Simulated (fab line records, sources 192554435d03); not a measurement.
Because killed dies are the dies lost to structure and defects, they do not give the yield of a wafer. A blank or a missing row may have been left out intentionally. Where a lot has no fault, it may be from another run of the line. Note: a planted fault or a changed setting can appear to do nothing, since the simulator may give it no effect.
The tool behind it: which one? || flow n5_finfet || 66 wafers from 22 lots sampled at 2 of the route's 1938 steps

== WHAT EACH GAUGE READ, for each wafer ==
N5_GATE_CUT_THK_MEAS_24.
{"lot": "L075", "measured": "day 4 22:36", "on": "film_metro-01", "GC_FILL_THK (nm)": "219.7 220.5 223.3"}
{"lot": "L076", "measured": "day 5 03:37", "on": "film_metro-01", "GC_FILL_THK (nm)": "219.4 220.4 220.5"}
{"lot": "L078", "measured": "day 5 14:34", "on": "film_metro-02", "GC_FILL_THK (nm)": "217.1 218.1 219.6"}
{"lot": "L077", "measured": "day 5 14:41", "on": "film_metro-01", "GC_FILL_THK (nm)": "219.7 219.3 221.9"}
{"lot": "L079", "measured": "day 5 21:07", "on": "film_metro-01", "GC_FILL_THK (nm)": "219.2 217.8 218.2"}
{"lot": "L080", "measured": "day 6 03:17", "on": "film_metro-02", "GC_FILL_THK (nm)": "218.7 219.1 220.3"}
{"lot": "L081", "measured": "day 6 10:09", "on": "film_metro-01", "GC_FILL_THK (nm)": "216.1 220.3 217.6"}
{"lot": "L082", "measured": "day 6 17:35", "on": "film_metro-02", "GC_FILL_THK (nm)": "221.9 220.5 223.2"}
{"lot": "L083", "measured": "day 6 20:44", "on": "film_metro-02", "GC_FILL_THK (nm)": "220.9 220.2 220.1"}
{"lot": "L084", "measured": "day 7 00:53", "on": "film_metro-02", "GC_FILL_THK (nm)": "218.9 217.0 222.1"}
{"lot": "L085", "measured": "day 7 09:46", "on": "film_metro-02", "GC_FILL_THK (nm)": "219.1 219.8 221.5"}
{"lot": "L086", "measured": "day 7 17:01", "on": "film_metro-01", "GC_FILL_THK (nm)": "218.5 218.9 220.1"}
{"lot": "L087", "measured": "day 7 20:53", "on": "film_metro-01", "GC_FILL_THK (nm)": "217.9 220.3 220.6"}
{"lot": "L088", "measured": "day 8 04:00", "on": "film_metro-02", "GC_FILL_THK (nm)": "218.7 222.3 219.7"}
{"lot": "L089", "measured": "day 8 06:05", "on": "film_metro-02", "GC_FILL_THK (nm)": "219.9 216.7 220.3"}
{"lot": "L090", "measured": "day 8 16:11", "on": "film_metro-02", "GC_FILL_THK (nm)": "219.7 220.5 224.4"}
{"lot": "L092", "measured": "day 9 03:02", "on": "film_metro-02", "GC_FILL_THK (nm)": "218.4 218.8 220.7"}
{"lot": "L093", "measured": "day 9 11:31", "on": "film_metro-01", "GC_FILL_THK (nm)": "218.0 218.5 220.2"}
{"lot": "L094", "measured": "day 9 12:02", "on": "film_metro-02", "GC_FILL_THK (nm)": "218.7 219.9 223.3"}
{"lot": "L095", "measured": "day 9 18:28", "on": "film_metro-01", "GC_FILL_THK (nm)": "217.2 216.7 218.8"}
{"lot": "L096", "measured": "day 10 00:19", "on": "film_metro-02", "GC_FILL_THK (nm)": "217.6 220.8 223.1"}
{"lot": "L097", "measured": "day 10 11:54", "on": "film_metro-02", "GC_FILL_THK (nm)": "216.4 219.8 219.7"}

== WHAT TOOL EACH LOT RAN ON (gives the tool, then ch and the chambers of the sampled wafers, and finally the start) ==
{"lot": "L075", "N5_GATE_CUT_STRIP_42": "rie_diel-04 ch 2,3, day 4 20:13"}
{"lot": "L076", "N5_GATE_CUT_STRIP_42": "rie_diel-03 ch 0,2,3, day 5 01:14"}
{"lot": "L078", "N5_GATE_CUT_STRIP_42": "rie_diel-03 ch 0,1,3, day 5 11:08"}
{"lot": "L077", "N5_GATE_CUT_STRIP_42": "rie_diel-01 ch 0,1,2, day 5 12:16"}
{"lot": "L079", "N5_GATE_CUT_STRIP_42": "rie_diel-03 ch 0,1,3, day 5 18:44"}
{"lot": "L080", "N5_GATE_CUT_STRIP_42": "rie_diel-03 ch 1,2, day 6 00:55"}
{"lot": "L081", "N5_GATE_CUT_STRIP_42": "rie_diel-01 ch 0,2,3, day 6 07:46"}
{"lot": "L082", "N5_GATE_CUT_STRIP_42": "rie_diel-03 ch 0,3, day 6 15:09"}
{"lot": "L083", "N5_GATE_CUT_STRIP_42": "rie_diel-04 ch 0,1,2, day 6 18:22"}
{"lot": "L084", "N5_GATE_CUT_STRIP_42": "rie_diel-03 ch 0,1,2, day 6 22:31"}
{"lot": "L085", "N5_GATE_CUT_STRIP_42": "rie_diel-03 ch 0,1,2, day 7 07:11"}
{"lot": "L086", "N5_GATE_CUT_STRIP_42": "rie_diel-01 ch 0,1,2, day 7 14:38"}
{"lot": "L087", "N5_GATE_CUT_STRIP_42": "rie_diel-04 ch 0,1,2, day 7 18:31"}
{"lot": "L088", "N5_GATE_CUT_STRIP_42": "rie_diel-03 ch 0,2,3, day 8 01:37"}
{"lot": "L089", "N5_GATE_CUT_STRIP_42": "rie_diel-01 ch 2,3, day 8 03:43"}
{"lot": "L090", "N5_GATE_CUT_STRIP_42": "rie_diel-01 ch 2, day 8 13:37"}
{"lot": "L092", "N5_GATE_CUT_STRIP_42": "rie_diel-04 ch 1,3, day 9 00:40"}
{"lot": "L093", "N5_GATE_CUT_STRIP_42": "rie_diel-01 ch 0,2, day 9 09:08"}
{"lot": "L094", "N5_GATE_CUT_STRIP_42": "rie_diel-03 ch 2,3, day 9 09:14"}
{"lot": "L095", "N5_GATE_CUT_STRIP_42": "rie_diel-03 ch 1,2,3, day 9 16:05"}
{"lot": "L096", "N5_GATE_CUT_STRIP_42": "rie_diel-01 ch 0,1,3, day 9 21:56"}
{"lot": "L097", "N5_GATE_CUT_STRIP_42": "rie_diel-03 ch 0,1,2, day 10 09:31"}
- N5_GATE_CUT_STRIP_42: strips in O2.

== AS READ BY THE TOOLS THEMSELVES (means over the sampled wafers that have a number; for cases with no such wafer, the mark the record gives instead) ==
N5_GATE_CUT_STRIP_42.
{"lot": "L075", "tool": "rie_diel-04", "drypump_motor_current_A (A)": 5.5, "oes_product_au (a.u.)": 0.73, "rf_vpp_V (V)": 4.0, "showerhead_plenum_p_Torr (Torr)": 2.07, "throttle_valve_pct (%)": 16.79}
{"lot": "L076", "tool": "rie_diel-03", "drypump_motor_current_A (A)": 5.4, "oes_product_au (a.u.)": 0.80, "rf_vpp_V (V)": 3.2, "showerhead_plenum_p_Torr (Torr)": 2.12, "throttle_valve_pct (%)": 16.85}
{"lot": "L078", "tool": "rie_diel-03", "drypump_motor_current_A (A)": 5.8, "oes_product_au (a.u.)": 0.79, "rf_vpp_V (V)": 2.8, "showerhead_plenum_p_Torr (Torr)": 2.12, "throttle_valve_pct (%)": 16.82}
{"lot": "L077", "tool": "rie_diel-01", "drypump_motor_current_A (A)": 6.0, "oes_product_au (a.u.)": 0.73, "rf_vpp_V (V)": 4.0, "showerhead_plenum_p_Torr (Torr)": 2.08, "throttle_valve_pct (%)": 16.70}
{"lot": "L079", "tool": "rie_diel-03", "drypump_motor_current_A (A)": 5.8, "oes_product_au (a.u.)": 0.79, "rf_vpp_V (V)": 3.4, "showerhead_plenum_p_Torr (Torr)": 2.12, "throttle_valve_pct (%)": 16.83}
{"lot": "L080", "tool": "rie_diel-03", "drypump_motor_current_A (A)": 5.2, "oes_product_au (a.u.)": 0.77, "rf_vpp_V (V)": 3.9, "showerhead_plenum_p_Torr (Torr)": 2.20, "throttle_valve_pct (%)": 17.01}
{"lot": "L081", "tool": "rie_diel-01", "drypump_motor_current_A (A)": 6.0, "oes_product_au (a.u.)": 0.74, "rf_vpp_V (V)": 3.6, "showerhead_plenum_p_Torr (Torr)": 2.14, "throttle_valve_pct (%)": 16.61}
{"lot": "L082", "tool": "rie_diel-03", "drypump_motor_current_A (A)": 5.5, "oes_product_au (a.u.)": 0.78, "rf_vpp_V (V)": 3.4, "showerhead_plenum_p_Torr (Torr)": 2.09, "throttle_valve_pct (%)": 16.85}
{"lot": "L083", "tool": "rie_diel-04", "drypump_motor_current_A (A)": 5.8, "oes_product_au (a.u.)": 0.74, "rf_vpp_V (V)": 3.4, "showerhead_plenum_p_Torr (Torr)": 2.08, "throttle_valve_pct (%)": 16.77}
{"lot": "L084", "tool": "rie_diel-03", "drypump_motor_current_A (A)": 5.3, "oes_product_au (a.u.)": 0.76, "rf_vpp_V (V)": 3.8, "showerhead_plenum_p_Torr (Torr)": 2.17, "throttle_valve_pct (%)": 17.00}
{"lot": "L085", "tool": "rie_diel-03", "drypump_motor_current_A (A)": 5.3, "oes_product_au (a.u.)": 0.75, "rf_vpp_V (V)": 3.5, "showerhead_plenum_p_Torr (Torr)": 2.17, "throttle_valve_pct (%)": 17.01}
{"lot": "L086", "tool": "rie_diel-01", "drypump_motor_current_A (A)": 6.0, "oes_product_au (a.u.)": 0.72, "rf_vpp_V (V)": 3.4, "showerhead_plenum_p_Torr (Torr)": 2.07, "throttle_valve_pct (%)": 16.73}
{"lot": "L087", "tool": "rie_diel-04", "drypump_motor_current_A (A)": 5.7, "oes_product_au (a.u.)": 0.73, "rf_vpp_V (V)": 3.5, "showerhead_plenum_p_Torr (Torr)": 2.08, "throttle_valve_pct (%)": 16.79}
{"lot": "L088", "tool": "rie_diel-03", "drypump_motor_current_A (A)": 5.3, "oes_product_au (a.u.)": 0.79, "rf_vpp_V (V)": 3.3, "showerhead_plenum_p_Torr (Torr)": 2.11, "throttle_valve_pct (%)": 16.89}
{"lot": "L089", "tool": "rie_diel-01", "drypump_motor_current_A (A)": 6.0, "oes_product_au (a.u.)": 0.75, "rf_vpp_V (V)": 3.7, "showerhead_plenum_p_Torr (Torr)": 2.18, "throttle_valve_pct (%)": 16.59}
{"lot": "L090", "tool": "rie_diel-01", "drypump_motor_current_A (A)": 5.7, "oes_product_au (a.u.)": 0.76, "rf_vpp_V (V)": 3.1, "showerhead_plenum_p_Torr (Torr)": 2.16, "throttle_valve_pct (%)": 16.76}
{"lot": "L092", "tool": "rie_diel-04", "drypump_motor_current_A (A)": 6.0, "oes_product_au (a.u.)": 0.77, "rf_vpp_V (V)": 3.9, "showerhead_plenum_p_Torr (Torr)": 2.03, "throttle_valve_pct (%)": 16.89}
{"lot": "L093", "tool": "rie_diel-01", "drypump_motor_current_A (A)": 5.8, "oes_product_au (a.u.)": 0.82, "rf_vpp_V (V)": 3.7, "showerhead_plenum_p_Torr (Torr)": 2.13, "throttle_valve_pct (%)": 16.59}
{"lot": "L094", "tool": "rie_diel-03", "drypump_motor_current_A (A)": 5.8, "oes_product_au (a.u.)": 0.82, "rf_vpp_V (V)": 3.5, "showerhead_plenum_p_Torr (Torr)": 2.10, "throttle_valve_pct (%)": 16.76}
{"lot": "L095", "tool": "rie_diel-03", "drypump_motor_current_A (A)": 5.7, "oes_product_au (a.u.)": 0.78, "rf_vpp_V (V)": 3.5, "showerhead_plenum_p_Torr (Torr)": 2.14, "throttle_valve_pct (%)": 16.89}
{"lot": "L096", "tool": "rie_diel-01", "drypump_motor_current_A (A)": 6.2, "oes_product_au (a.u.)": 0.79, "rf_vpp_V (V)": 3.9, "showerhead_plenum_p_Torr (Torr)": 2.07, "throttle_valve_pct (%)": 16.53}
{"lot": "L097", "tool": "rie_diel-03", "drypump_motor_current_A (A)": 5.3, "oes_product_au (a.u.)": 0.74, "rf_vpp_V (V)": 3.8, "showerhead_plenum_p_Torr (Torr)": 2.16, "throttle_valve_pct (%)": 17.03}

== THE ANSWER, worked out from the rows above alone ==
Rule: usual is defined by the lots themselves. The widest of any qualifying gaps counts: lots, ordered by their means at a reading, are off when they make up no more than a third of the lots, leave a main group of 4 or more, and stand apart from it by 3 or more times the standard deviation of that group's means. The tables above print the reading to a certain number of digits; a main group whose means all agree to those digits is not used. Also off: a lot with no number at a reading for which 4 or more lots have one. The other lots that the step has rows for count as sound. First the gauges in route order, then the tools' own readings, where a lot's mean is used as printed above. The first step at which some lot is off is used, and at that step the reading that is off furthest; a lot without a number counts as furthest.
Across all readings shown, no lot is off: no conclusion can be drawn from this.

== WHAT THE SIMULATOR PUT IN ==
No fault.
